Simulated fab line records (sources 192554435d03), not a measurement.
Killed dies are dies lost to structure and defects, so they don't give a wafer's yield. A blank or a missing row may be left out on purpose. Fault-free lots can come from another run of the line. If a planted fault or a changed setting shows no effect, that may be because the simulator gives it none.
Which tool did it? || flow n5_finfet || 72 wafers from 24 lots sampled at 2 of the route's 1938 steps

## WHAT THE GAUGES READ, wafer by wafer
N5_PMOS_HMC_CHANNEL_EPI_OVL_MEAS_10. Usual: for PMOS_HMC_BLK_OVL the level is -0.4 nm and the standard deviation is 0.89.
{"lot": "L074", "measured": "day 1 17:07", "on": "overlay-01", "PMOS_HMC_BLK_OVL (nm)": "-1.9 -1.6 -2.0", "flag": ""}
{"lot": "L075", "measured": "day 1 22:53", "on": "overlay-01", "PMOS_HMC_BLK_OVL (nm)": "-0.7 -0.9 -1.2", "flag": ""}
{"lot": "L076", "measured": "day 2 05:17", "on": "overlay-02", "PMOS_HMC_BLK_OVL (nm)": "-0.7 -0.7 -0.4", "flag": ""}
{"lot": "L077", "measured": "day 2 11:37", "on": "overlay-02", "PMOS_HMC_BLK_OVL (nm)": "-0.5 -0.4 0.2", "flag": ""}
{"lot": "L078", "measured": "day 2 17:17", "on": "overlay-02", "PMOS_HMC_BLK_OVL (nm)": "-0.9 -0.5 -1.0", "flag": ""}
{"lot": "L079", "measured": "day 2 23:50", "on": "overlay-01", "PMOS_HMC_BLK_OVL (nm)": "-1.6 -1.4 -0.5", "flag": ""}
{"lot": "L080", "measured": "day 3 05:14", "on": "overlay-01", "PMOS_HMC_BLK_OVL (nm)": "-0.6 -1.4 -0.8", "flag": ""}
{"lot": "L081", "measured": "day 3 11:28", "on": "overlay-01", "PMOS_HMC_BLK_OVL (nm)": "0.9 1.0 -0.1", "flag": ""}
{"lot": "L082", "measured": "day 3 17:39", "on": "overlay-02", "PMOS_HMC_BLK_OVL (nm)": "1.0 0.7 -0.4", "flag": ""}
{"lot": "L083", "measured": "day 3 23:20", "on": "overlay-02", "PMOS_HMC_BLK_OVL (nm)": "-0.8 0.1 -0.4", "flag": ""}
{"lot": "L084", "measured": "day 4 05:38", "on": "overlay-01", "PMOS_HMC_BLK_OVL (nm)": "0.7 0.5 1.0", "flag": ""}
{"lot": "L085", "measured": "day 4 11:46", "on": "overlay-01", "PMOS_HMC_BLK_OVL (nm)": "-0.4 -0.2 -0.4", "flag": ""}
{"lot": "L086", "measured": "day 4 17:46", "on": "overlay-02", "PMOS_HMC_BLK_OVL (nm)": "-0.1 -0.4 -0.2", "flag": ""}
{"lot": "L087", "measured": "day 4 23:14", "on": "overlay-01", "PMOS_HMC_BLK_OVL (nm)": "-0.5 -0.8 0.3", "flag": ""}
{"lot": "L088", "measured": "day 5 05:25", "on": "overlay-01", "PMOS_HMC_BLK_OVL (nm)": "0.9 -0.2 0.1", "flag": ""}
{"lot": "L089", "measured": "day 5 11:14", "on": "overlay-01", "PMOS_HMC_BLK_OVL (nm)": "1.0 1.3 0.1", "flag": ""}
{"lot": "L090", "measured": "day 5 17:08", "on": "overlay-01", "PMOS_HMC_BLK_OVL (nm)": "-0.1 1.2 0.7", "flag": ""}
{"lot": "L091", "measured": "day 5 23:34", "on": "overlay-01", "PMOS_HMC_BLK_OVL (nm)": "-1.2 -1.8 -0.6", "flag": ""}
{"lot": "L092", "measured": "day 6 04:48", "on": "overlay-01", "PMOS_HMC_BLK_OVL (nm)": "-0.6 -1.2 -1.4", "flag": ""}
{"lot": "L093", "measured": "day 6 11:41", "on": "overlay-02", "PMOS_HMC_BLK_OVL (nm)": "0.6 0.6 0.3", "flag": ""}
{"lot": "L094", "measured": "day 6 17:44", "on": "overlay-02", "PMOS_HMC_BLK_OVL (nm)": "-0.7 -1.1 -1.5", "flag": ""}
{"lot": "L095", "measured": "day 6 23:31", "on": "overlay-01", "PMOS_HMC_BLK_OVL (nm)": "0.0 -0.4 0.7", "flag": ""}
{"lot": "L096", "measured": "day 7 04:55", "on": "overlay-01", "PMOS_HMC_BLK_OVL (nm)": "-0.7 -1.1 -1.2", "flag": ""}
{"lot": "L097", "measured": "day 7 11:13", "on": "overlay-02", "PMOS_HMC_BLK_OVL (nm)": "0.8 0.8 0.3", "flag": ""}

## WHAT TOOL EACH LOT RAN ON (gives the tool, then ch and the chambers of the sampled wafers, and finally the start)
{"lot": "L074", "N5_WELL_APT_RTA_34": "rtp_anneal-02 ch 0, day 1 15:47"}
{"lot": "L075", "N5_WELL_APT_RTA_34": "rtp_anneal-01 ch 0, day 1 21:41"}
{"lot": "L076", "N5_WELL_APT_RTA_34": "rtp_anneal-02 ch 0, day 2 03:59"}
{"lot": "L077", "N5_WELL_APT_RTA_34": "rtp_anneal-02 ch 0, day 2 10:11"}
{"lot": "L078", "N5_WELL_APT_RTA_34": "rtp_anneal-01 ch 0, day 2 15:56"}
{"lot": "L079", "N5_WELL_APT_RTA_34": "rtp_anneal-01 ch 0, day 2 22:02"}
{"lot": "L080", "N5_WELL_APT_RTA_34": "rtp_anneal-01 ch 0, day 3 03:51"}
{"lot": "L081", "N5_WELL_APT_RTA_34": "rtp_anneal-01 ch 0, day 3 10:08"}
{"lot": "L082", "N5_WELL_APT_RTA_34": "rtp_anneal-02 ch 0, day 3 16:20"}
{"lot": "L083", "N5_WELL_APT_RTA_34": "rtp_anneal-01 ch 0, day 3 22:08"}
{"lot": "L084", "N5_WELL_APT_RTA_34": "rtp_anneal-02 ch 0, day 4 04:17"}
{"lot": "L085", "N5_WELL_APT_RTA_34": "rtp_anneal-02 ch 0, day 4 10:26"}
{"lot": "L086", "N5_WELL_APT_RTA_34": "rtp_anneal-02 ch 0, day 4 16:21"}
{"lot": "L087", "N5_WELL_APT_RTA_34": "rtp_anneal-01 ch 0, day 4 21:49"}
{"lot": "L088", "N5_WELL_APT_RTA_34": "rtp_anneal-02 ch 0, day 5 04:05"}
{"lot": "L089", "N5_WELL_APT_RTA_34": "rtp_anneal-02 ch 0, day 5 10:01"}
{"lot": "L090", "N5_WELL_APT_RTA_34": "rtp_anneal-02 ch 0, day 5 15:56"}
{"lot": "L091", "N5_WELL_APT_RTA_34": "rtp_anneal-01 ch 0, day 5 22:16"}
{"lot": "L092", "N5_WELL_APT_RTA_34": "rtp_anneal-02 ch 0, day 6 03:34"}
{"lot": "L093", "N5_WELL_APT_RTA_34": "rtp_anneal-01 ch 0, day 6 10:23"}
{"lot": "L094", "N5_WELL_APT_RTA_34": "rtp_anneal-01 ch 0, day 6 16:11"}
{"lot": "L095", "N5_WELL_APT_RTA_34": "rtp_anneal-01 ch 0, day 6 22:11"}
{"lot": "L096", "N5_WELL_APT_RTA_34": "rtp_anneal-01 ch 0, day 7 03:35"}
{"lot": "L097", "N5_WELL_APT_RTA_34": "rtp_anneal-01 ch 0, day 7 09:49"}
- N5_WELL_APT_RTA_34: time 10 s.

## WHAT THE TOOLS THEMSELVES READ (means of the sampled wafers that have a number; where no wafer has one, the mark that the record gives instead)
N5_WELL_APT_RTA_34. Usual: lamp_power_pct 13.00 %, standard deviation 0.048; wafer_temp_C_max 1003.4, standard deviation 1.1.
{"lot": "L074", "tool": "rtp_anneal-02", "lamp_power_pct (%)": 12.99, "wafer_temp_C_max": 1002.2, "flag": ""}
{"lot": "L075", "tool": "rtp_anneal-01", "lamp_power_pct (%)": 13.02, "wafer_temp_C_max": 1003.2, "flag": ""}
{"lot": "L076", "tool": "rtp_anneal-02", "lamp_power_pct (%)": 13.04, "wafer_temp_C_max": 1003.0, "flag": ""}
{"lot": "L077", "tool": "rtp_anneal-02", "lamp_power_pct (%)": 12.98, "wafer_temp_C_max": 1003.5, "flag": ""}
{"lot": "L078", "tool": "rtp_anneal-01", "lamp_power_pct (%)": 12.94, "wafer_temp_C_max": 1004.1, "flag": ""}
{"lot": "L079", "tool": "rtp_anneal-01", "lamp_power_pct (%)": 13.04, "wafer_temp_C_max": 1002.7, "flag": ""}
{"lot": "L080", "tool": "rtp_anneal-01", "lamp_power_pct (%)": 12.98, "wafer_temp_C_max": 1004.2, "flag": ""}
{"lot": "L081", "tool": "rtp_anneal-01", "lamp_power_pct (%)": 12.98, "wafer_temp_C_max": 1004.3, "flag": ""}
{"lot": "L082", "tool": "rtp_anneal-02", "lamp_power_pct (%)": 13.06, "wafer_temp_C_max": 1003.5, "flag": ""}
{"lot": "L083", "tool": "rtp_anneal-01", "lamp_power_pct (%)": 13.02, "wafer_temp_C_max": 1004.0, "flag": ""}
{"lot": "L084", "tool": "rtp_anneal-02", "lamp_power_pct (%)": 12.95, "wafer_temp_C_max": 1003.0, "flag": ""}
{"lot": "L085", "tool": "rtp_anneal-02", "lamp_power_pct (%)": 12.99, "wafer_temp_C_max": 1004.0, "flag": ""}
{"lot": "L086", "tool": "rtp_anneal-02", "lamp_power_pct (%)": 13.01, "wafer_temp_C_max": 1003.2, "flag": ""}
{"lot": "L087", "tool": "rtp_anneal-01", "lamp_power_pct (%)": 13.01, "wafer_temp_C_max": 1003.0, "flag": ""}
{"lot": "L088", "tool": "rtp_anneal-02", "lamp_power_pct (%)": 13.05, "wafer_temp_C_max": 1003.4, "flag": ""}
{"lot": "L089", "tool": "rtp_anneal-02", "lamp_power_pct (%)": 13.01, "wafer_temp_C_max": 1003.5, "flag": ""}
{"lot": "L090", "tool": "rtp_anneal-02", "lamp_power_pct (%)": 13.02, "wafer_temp_C_max": 1002.3, "flag": ""}
{"lot": "L091", "tool": "rtp_anneal-01", "lamp_power_pct (%)": 13.01, "wafer_temp_C_max": 1003.2, "flag": ""}
{"lot": "L092", "tool": "rtp_anneal-02", "lamp_power_pct (%)": 13.04, "wafer_temp_C_max": 1003.1, "flag": ""}
{"lot": "L093", "tool": "rtp_anneal-01", "lamp_power_pct (%)": 12.99, "wafer_temp_C_max": 1003.9, "flag": ""}
{"lot": "L094", "tool": "rtp_anneal-01", "lamp_power_pct (%)": 12.95, "wafer_temp_C_max": 1005.1, "flag": ""}
{"lot": "L095", "tool": "rtp_anneal-01", "lamp_power_pct (%)": 13.06, "wafer_temp_C_max": 1003.3, "flag": ""}
{"lot": "L096", "tool": "rtp_anneal-01", "lamp_power_pct (%)": 13.03, "wafer_temp_C_max": 1003.7, "flag": ""}
{"lot": "L097", "tool": "rtp_anneal-01", "lamp_power_pct (%)": 12.98, "wafer_temp_C_max": 1002.7, "flag": ""}

## THE ANSWER, worked out from the rows above alone
Rule: lot off if the mean of its wafers having a number is beyond 3 standard deviations from the usual mean. Also off: a lot with no number at a reading for which 4 or more lots have one. Any other lot the step has rows for is counted as sound. The gauges are gone through in route order, then the tools' own readings, and for those a lot's mean is taken as printed above. The first step at which some lot is off is used, and at that step the reading that is off furthest; a lot without a number counts as furthest.
No lot is off at any reading shown: from this, nothing can be told.

## WHAT THE SIMULATOR PUT IN
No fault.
